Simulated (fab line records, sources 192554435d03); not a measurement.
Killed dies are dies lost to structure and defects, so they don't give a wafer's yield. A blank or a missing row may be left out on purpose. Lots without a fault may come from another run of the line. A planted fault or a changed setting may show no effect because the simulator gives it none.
Which tool did it? | flow n5_finfet | 24 lots, 72 wafers sampled, at 6 steps of a route of 1938

WHAT THE GAUGES READ, wafer by wafer
The record holds no reading of a measuring or inspecting step that can be judged against a usual standard deviation.

WHICH TOOL RAN EACH LOT (tool, then ch and the chambers of the sampled wafers, then the start)
lot  | N5_BEOL_M2_ANNEAL_95         | N5_BEOL_M2_SPUTTER_96        | N5_BEOL_M2_ANNEAL_51             | N5_BEOL_M3_ALD_84                   | N5_BEOL_M3_SPUTTER_79        | N5_BEOL_M3_ANNEAL_93
L074 | pvd_sputter-02, day 6 19:40  | pvd_sputter-02, day 6 19:48  | rtp_anneal-01 ch 0, day 6 22:34  | ald_metal-03 ch 1,2,3, day 7 04:08  | pvd_sputter-03, day 7 05:00  | pvd_sputter-03, day 7 06:11
L075 | pvd_sputter-03, day 7 08:52  | pvd_sputter-03, day 7 09:00  | rtp_anneal-01 ch 0, day 7 10:05  | ald_metal-01 ch 1,3, day 7 14:19    | pvd_sputter-01, day 7 14:59  | pvd_sputter-01, day 7 16:10
L076 | pvd_sputter-01, day 7 08:59  | pvd_sputter-01, day 7 09:08  | rtp_anneal-01 ch 0, day 7 10:22  | ald_metal-03 ch 0,1,3, day 7 14:46  | pvd_sputter-01, day 7 16:49  | pvd_sputter-01, day 7 18:00
L077 | pvd_sputter-02, day 7 10:38  | pvd_sputter-02, day 7 10:47  | rtp_anneal-01 ch 0, day 7 12:11  | ald_metal-01 ch 0,2,3, day 7 17:32  | pvd_sputter-02, day 7 18:21  | pvd_sputter-02, day 7 19:32
L078 | pvd_sputter-03, day 7 19:53  | pvd_sputter-03, day 7 20:02  | rtp_anneal-01 ch 0, day 8 01:40  | ald_metal-01 ch 1,2,3, day 8 05:57  | pvd_sputter-03, day 8 06:52  | pvd_sputter-03, day 8 08:03
L079 | pvd_sputter-02, day 7 21:37  | pvd_sputter-02, day 7 21:46  | rtp_anneal-01 ch 0, day 8 03:43  | ald_metal-01 ch 1,2, day 8 08:59    | pvd_sputter-01, day 8 09:44  | pvd_sputter-01, day 8 10:55
L080 | pvd_sputter-01, day 8 13:48  | pvd_sputter-01, day 8 13:56  | rtp_anneal-01 ch 0, day 8 15:44  | ald_metal-03 ch 0,1,3, day 8 23:10  | pvd_sputter-02, day 9 01:41  | pvd_sputter-02, day 9 02:52
L081 | pvd_sputter-02, day 8 20:19  | pvd_sputter-02, day 8 20:27  | rtp_anneal-02 ch 0, day 8 20:42  | ald_metal-03 ch 0,3, day 9 02:46    | pvd_sputter-01, day 9 03:31  | pvd_sputter-01, day 9 04:41
L082 | pvd_sputter-02, day 9 01:15  | pvd_sputter-02, day 9 01:23  | rtp_anneal-02 ch 0, day 9 01:35  | ald_metal-01 ch 1,2,3, day 9 05:52  | pvd_sputter-03, day 9 06:40  | pvd_sputter-03, day 9 07:51
L083 | pvd_sputter-03, day 9 03:02  | pvd_sputter-03, day 9 03:10  | rtp_anneal-01 ch 0, day 9 03:22  | ald_metal-01 ch 0,1,3, day 9 09:42  | pvd_sputter-03, day 9 10:39  | pvd_sputter-03, day 9 11:50
L084 | pvd_sputter-03, day 9 04:58  | pvd_sputter-03, day 9 05:07  | rtp_anneal-02 ch 0, day 9 05:27  | ald_metal-03 ch 1,2, day 9 14:44    | pvd_sputter-01, day 9 15:26  | pvd_sputter-01, day 9 16:37
L085 | pvd_sputter-02, day 9 07:55  | pvd_sputter-02, day 9 08:04  | rtp_anneal-01 ch 0, day 9 08:18  | ald_metal-01 ch 0,2,3, day 9 14:53  | pvd_sputter-02, day 9 16:12  | pvd_sputter-02, day 9 17:23
L086 | pvd_sputter-01, day 10 07:57 | pvd_sputter-01, day 10 08:05 | rtp_anneal-01 ch 0, day 10 08:17 | ald_metal-03 ch 0,3, day 10 16:17   | pvd_sputter-02, day 10 17:08 | pvd_sputter-02, day 10 18:19
L089 | pvd_sputter-01, day 10 18:35 | pvd_sputter-01, day 10 18:44 | rtp_anneal-02 ch 0, day 10 18:55 | ald_metal-03 ch 1,2,3, day 11 00:04 | pvd_sputter-01, day 11 00:44 | pvd_sputter-01, day 11 01:55
L087 | pvd_sputter-03, day 10 18:48 | pvd_sputter-03, day 10 18:56 | rtp_anneal-01 ch 0, day 10 19:17 | ald_metal-01 ch 1,2,3, day 11 00:10 | pvd_sputter-02, day 11 01:01 | pvd_sputter-02, day 11 02:11
L088 | pvd_sputter-02, day 10 20:22 | pvd_sputter-02, day 10 20:31 | rtp_anneal-01 ch 0, day 10 20:59 | ald_metal-04 ch 1,3, day 11 02:50   | pvd_sputter-03, day 11 12:25 | pvd_sputter-03, day 11 13:35
L090 | pvd_sputter-02, day 10 23:31 | pvd_sputter-02, day 10 23:39 | rtp_anneal-01 ch 0, day 10 23:58 | ald_metal-04 ch 0,1,3, day 11 16:28 | pvd_sputter-01, day 11 17:27 | pvd_sputter-01, day 11 18:38
L091 | pvd_sputter-01, day 10 23:45 | pvd_sputter-01, day 10 23:53 | rtp_anneal-02 ch 0, day 11 00:09 | ald_metal-01 ch 0,2,3, day 11 13:09 | pvd_sputter-03, day 11 14:22 | pvd_sputter-03, day 11 15:33
L092 | pvd_sputter-02, day 11 05:52 | pvd_sputter-02, day 11 06:01 | rtp_anneal-02 ch 0, day 11 06:13 | ald_metal-03 ch 2,3, day 11 21:34   | pvd_sputter-01, day 11 23:59 | pvd_sputter-01, day 12 01:10
L093 | pvd_sputter-03, day 11 22:49 | pvd_sputter-03, day 11 22:58 | rtp_anneal-01 ch 0, day 11 23:14 | ald_metal-01 ch 1,2, day 12 05:34   | pvd_sputter-03, day 12 06:16 | pvd_sputter-03, day 12 07:27
L094 | pvd_sputter-03, day 12 17:55 | pvd_sputter-03, day 12 18:04 | rtp_anneal-01 ch 0, day 12 18:17 | ald_metal-03 ch 1,2,3, day 13 03:13 | pvd_sputter-01, day 13 04:06 | pvd_sputter-01, day 13 05:17
L096 | pvd_sputter-03, day 12 20:08 | pvd_sputter-03, day 12 20:16 | rtp_anneal-01 ch 0, day 12 20:31 | ald_metal-01 ch 1,2, day 13 11:25   | pvd_sputter-03, day 13 12:17 | pvd_sputter-03, day 13 13:28
L097 | pvd_sputter-02, day 13 13:32 | pvd_sputter-02, day 13 13:41 | rtp_anneal-01 ch 0, day 13 13:52 | ald_metal-03 ch 2,3, day 13 19:34   | pvd_sputter-02, day 13 20:19 | pvd_sputter-02, day 13 21:30
L095 | pvd_sputter-02, day 14 01:18 | pvd_sputter-02, day 14 01:26 | rtp_anneal-02 ch 0, day 14 01:41 | ald_metal-04 ch 0,2, day 14 07:28   | pvd_sputter-03, day 14 10:00 | pvd_sputter-03, day 14 11:11
- N5_BEOL_M2_ANNEAL_95: time 240 s.
- N5_BEOL_M2_SPUTTER_96: material Cu, target thk 4.5 nm, time 8.29 s.
- N5_BEOL_M2_ANNEAL_51: time 90 s.
- N5_BEOL_M3_ALD_84: deposits TaN, pulse time 2 s, purge time 3 s, co reactant purge time 2 s.
- N5_BEOL_M3_SPUTTER_79: material Cu, target thk 4.5 nm, time 8.29 s.
- N5_BEOL_M3_ANNEAL_93: time 240 s.

WHAT THE TOOLS THEMSELVES READ (means of the sampled wafers that have a number; where no wafer has one, the mark that the record gives instead)
N5_BEOL_M2_ANNEAL_95. Usual: heater_power_w 835 W, standard deviation 69; susceptor_temp_C_max 401.0, standard deviation 0.46.
lot  | tool           | heater_power_w (W) | susceptor_temp_C_max | flag
L074 | pvd_sputter-02 | 844                | 401.1                |
L075 | pvd_sputter-03 | 868                | 400.8                |
L076 | pvd_sputter-01 | 794                | 401.2                |
L077 | pvd_sputter-02 | 826                | 401.4                |
L078 | pvd_sputter-03 | 893                | 400.7                |
L079 | pvd_sputter-02 | 777                | 400.8                |
L080 | pvd_sputter-01 | 790                | 401.3                |
L081 | pvd_sputter-02 | 824                | 400.8                |
L082 | pvd_sputter-02 | 785                | 400.8                |
L083 | pvd_sputter-03 | 960                | 400.5                |
L084 | pvd_sputter-03 | 898                | 400.6                |
L085 | pvd_sputter-02 | 856                | 401.2                |
L086 | pvd_sputter-01 | 825                | 401.8                |
L089 | pvd_sputter-01 | 800                | 401.5                |
L087 | pvd_sputter-03 | 843                | 400.7                |
L088 | pvd_sputter-02 | 823                | 401.1                |
L090 | pvd_sputter-02 | 770                | 401.1                |
L091 | pvd_sputter-01 | 801                | 401.4                |
L092 | pvd_sputter-02 | 785                | 401.0                |
L093 | pvd_sputter-03 | 901                | 400.9                |
L094 | pvd_sputter-03 | 926                | 400.5                |
L096 | pvd_sputter-03 | 801                | 400.7                |
L097 | pvd_sputter-02 | 808                | 400.7                |
L095 | pvd_sputter-02 | 838                | 400.9                |

N5_BEOL_M2_SPUTTER_96. Usual: throttle_valve_pct 30.2 %, standard deviation 1.2.
lot  | tool           | throttle_valve_pct (%) | flag
L074 | pvd_sputter-02 | 30.7                   |
L075 | pvd_sputter-03 | 29.6                   |
L076 | pvd_sputter-01 | 31.7                   |
L077 | pvd_sputter-02 | 31.2                   |
L078 | pvd_sputter-03 | 28.6                   |
L079 | pvd_sputter-02 | 30.8                   |
L080 | pvd_sputter-01 | 31.6                   |
L081 | pvd_sputter-02 | 30.2                   |
L082 | pvd_sputter-02 | 30.7                   |
L083 | pvd_sputter-03 | 28.4                   |
L084 | pvd_sputter-03 | 28.6                   |
L085 | pvd_sputter-02 | 29.9                   |
L086 | pvd_sputter-01 | 31.3                   |
L089 | pvd_sputter-01 | 31.8                   |
L087 | pvd_sputter-03 | 29.8                   |
L088 | pvd_sputter-02 | 30.4                   |
L090 | pvd_sputter-02 | 30.7                   |
L091 | pvd_sputter-01 | 31.4                   |
L092 | pvd_sputter-02 | 30.6                   |
L093 | pvd_sputter-03 | 28.7                   |
L094 | pvd_sputter-03 | 29.2                   |
L096 | pvd_sputter-03 | 29.3                   |
L097 | pvd_sputter-02 | 31.1                   |
L095 | pvd_sputter-02 | 30.6                   |

N5_BEOL_M2_ANNEAL_51. Usual: wafer_temp_C_max 225.71, standard deviation 0.21.
lot  | tool          | wafer_temp_C_max | flag
L074 | rtp_anneal-01 | 225.79           |
L075 | rtp_anneal-01 | 225.82           |
L076 | rtp_anneal-01 | 225.78           |
L077 | rtp_anneal-01 | 225.86           |
L078 | rtp_anneal-01 | 225.72           |
L079 | rtp_anneal-01 | 225.74           |
L080 | rtp_anneal-01 | 225.66           |
L081 | rtp_anneal-02 | 225.63           |
L082 | rtp_anneal-02 | 225.78           |
L083 | rtp_anneal-01 | 225.72           |
L084 | rtp_anneal-02 | 225.78           |
L085 | rtp_anneal-01 | 226.01           |
L086 | rtp_anneal-01 | 225.67           |
L089 | rtp_anneal-02 | 225.69           |
L087 | rtp_anneal-01 | 225.84           |
L088 | rtp_anneal-01 | 225.82           |
L090 | rtp_anneal-01 | 225.74           |
L091 | rtp_anneal-02 | 225.67           |
L092 | rtp_anneal-02 | 225.82           |
L093 | rtp_anneal-01 | 225.45           |
L094 | rtp_anneal-01 | 225.83           |
L096 | rtp_anneal-01 | 225.38           |
L097 | rtp_anneal-01 | 225.72           |
L095 | rtp_anneal-02 | 225.62           |

N5_BEOL_M3_ALD_84. Usual: heater_power_w 439 W, standard deviation 35.
lot  | tool         | heater_power_w (W) | flag
L074 | ald_metal-03 | 450                |
L075 | ald_metal-01 | 441                |
L076 | ald_metal-03 | 444                |
L077 | ald_metal-01 | 430                |
L078 | ald_metal-01 | 443                |
L079 | ald_metal-01 | 473                |
L080 | ald_metal-03 | 439                |
L081 | ald_metal-03 | 445                |
L082 | ald_metal-01 | 440                |
L083 | ald_metal-01 | 450                |
L084 | ald_metal-03 | 440                |
L085 | ald_metal-01 | 428                |
L086 | ald_metal-03 | 414                |
L089 | ald_metal-03 | 449                |
L087 | ald_metal-01 | 444                |
L088 | ald_metal-04 | 456                |
L090 | ald_metal-04 | 442                |
L091 | ald_metal-01 | 429                |
L092 | ald_metal-03 | 429                |
L093 | ald_metal-01 | 450                |
L094 | ald_metal-03 | 453                |
L096 | ald_metal-01 | 453                |
L097 | ald_metal-03 | 451                |
L095 | ald_metal-04 | 434                |

N5_BEOL_M3_SPUTTER_79. Usual: throttle_valve_pct 30.3 %, standard deviation 1.4.
lot  | tool           | throttle_valve_pct (%) | flag
L074 | pvd_sputter-03 | 28.7                   |
L075 | pvd_sputter-01 | 31.4                   |
L076 | pvd_sputter-01 | 32.2                   |
L077 | pvd_sputter-02 | 30.8                   |
L078 | pvd_sputter-03 | 29.1                   |
L079 | pvd_sputter-01 | 31.6                   |
L080 | pvd_sputter-02 | 31.3                   |
L081 | pvd_sputter-01 | 31.6                   |
L082 | pvd_sputter-03 | 28.4                   |
L083 | pvd_sputter-03 | 28.2                   |
L084 | pvd_sputter-01 | 31.6                   |
L085 | pvd_sputter-02 | 30.2                   |
L086 | pvd_sputter-02 | 30.2                   |
L089 | pvd_sputter-01 | 31.2                   |
L087 | pvd_sputter-02 | 30.9                   |
L088 | pvd_sputter-03 | 29.1                   |
L090 | pvd_sputter-01 | 31.3                   |
L091 | pvd_sputter-03 | 29.1                   |
L092 | pvd_sputter-01 | 32.2                   |
L093 | pvd_sputter-03 | 28.1                   |
L094 | pvd_sputter-01 | 31.3                   |
L096 | pvd_sputter-03 | 28.3                   |
L097 | pvd_sputter-02 | 30.0                   |
L095 | pvd_sputter-03 | 29.5                   |

N5_BEOL_M3_ANNEAL_93. Usual: heater_power_w 841 W, standard deviation 73; susceptor_temp_C_max 401.0, standard deviation 0.45.
lot  | tool           | heater_power_w (W) | susceptor_temp_C_max | flag
L074 | pvd_sputter-03 | 904                | 400.6                |
L075 | pvd_sputter-01 | 786                | 401.4                |
L076 | pvd_sputter-01 | 800                | 400.9                |
L077 | pvd_sputter-02 | 788                | 400.8                |
L078 | pvd_sputter-03 | 889                | 401.0                |
L079 | pvd_sputter-01 | 783                | 401.2                |
L080 | pvd_sputter-02 | 797                | 401.4                |
L081 | pvd_sputter-01 | 789                | 401.3                |
L082 | pvd_sputter-03 | 903                | 400.4                |
L083 | pvd_sputter-03 | 975                | 400.7                |
L084 | pvd_sputter-01 | 800                | 401.0                |
L085 | pvd_sputter-02 | 825                | 400.7                |
L086 | pvd_sputter-02 | 825                | 400.8                |
L089 | pvd_sputter-01 | 803                | 401.2                |
L087 | pvd_sputter-02 | 786                | 400.8                |
L088 | pvd_sputter-03 | 926                | 400.8                |
L090 | pvd_sputter-01 | 819                | 401.7                |
L091 | pvd_sputter-03 | 929                | 400.7                |
L092 | pvd_sputter-01 | 800                | 401.2                |
L093 | pvd_sputter-03 | 973                | 400.3                |
L094 | pvd_sputter-01 | 802                | 401.3                |
L096 | pvd_sputter-03 | 958                | 400.7                |
L097 | pvd_sputter-02 | 877                | 401.1                |
L095 | pvd_sputter-03 | 866                | 400.7                |

THE ANSWER, worked out from the rows above alone
Rule: a lot is off if the mean of its wafers that have a number lies more than 3 standard deviations from the usual mean. A lot without any number at a reading at which 4 lots or more have one is off too. The other lots that the step has rows for count as sound. The gauges are gone through in route order, then the tools' own readings, and for those a lot's mean is taken as printed above. The first step at which some lot is off is used, and at that step the reading that is off furthest; a lot without a number counts as furthest.
No lot is off at any reading shown: from this, nothing can be told.

WHAT THE SIMULATOR HAD PUT IN
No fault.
